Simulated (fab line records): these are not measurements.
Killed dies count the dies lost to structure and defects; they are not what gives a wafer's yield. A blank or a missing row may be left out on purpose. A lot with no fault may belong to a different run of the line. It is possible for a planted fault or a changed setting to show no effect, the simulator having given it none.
Matching of chambers    flow nandHarc    4 sister chambers for NHARC_A_WL_FILL_ALD_02 on aldMetal-02
The step deposits TiN, target thk 2 nm, pulse time 3 s, ald cycles 100. 8 wafers are shown with their chamber, then 12 later ones without.

## EACH WAFER AND ITS CHAMBER
wafer   chamber  heaterPowerW (W)  precursorPulseHeightRel
L084.1  0        1114              0.974
L084.5  1        967               1.009
L084.6  2        1149              0.982
L087.1  2        1185              1.015
L087.6  3        891               0.986
L090.1  0        1140              0.982
L090.2  1        935               1.029
L090.4  3        875               1.004

## WAFERS WHOSE CHAMBER IS MISSING
wafer   heaterPowerW (W)  precursorPulseHeightRel
L091.2  875               1.015
L091.5  876               0.989
L091.6  1137              1.008
L091.1  921               0.999
L091.3  1148              1.007
L091.4  1106              1.043
L095.1  877               1.001
L095.2  1128              0.990
L095.4  1141              1.001
L096.2  924               1.032
L096.3  885               1.011
L096.6  921               0.981

## CHAMBER TAKEN BY EACH
wafer   from the rows above      in truth
L091.2  3                        3
L091.5  3                        3
L091.6  can't be placed: 2 or 0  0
L091.1  can't be placed: 3 or 1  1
L091.3  can't be placed: 2 or 0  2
L091.4  can't be placed: 2 or 0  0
L095.1  3                        3
L095.2  can't be placed: 0 or 2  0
L095.4  can't be placed: 2 or 0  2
L096.2  can't be placed: 1 or 3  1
L096.3  3                        3
L096.6  can't be placed: 3 or 1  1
Correctly placed: 4 of 12. From these rows, 8 cannot be placed; in 8 the true chamber is one of the candidates. Placed wrongly: 0.
How it was worked out, from the rows above alone: a wafer's distance from a chamber is the root of the sum, over the readings, of the square of ((its reading less the chamber's mean) divided by the reading's scatter). The wafer belongs to the nearest chamber; if the next one is less than 2 further off, it can't be placed. A chamber's mean is the mean of its shown wafers. The scatter: take each reading less its chamber's mean, square it, sum over the shown wafers, divide by the number of wafers less the number of chambers, and take the root.
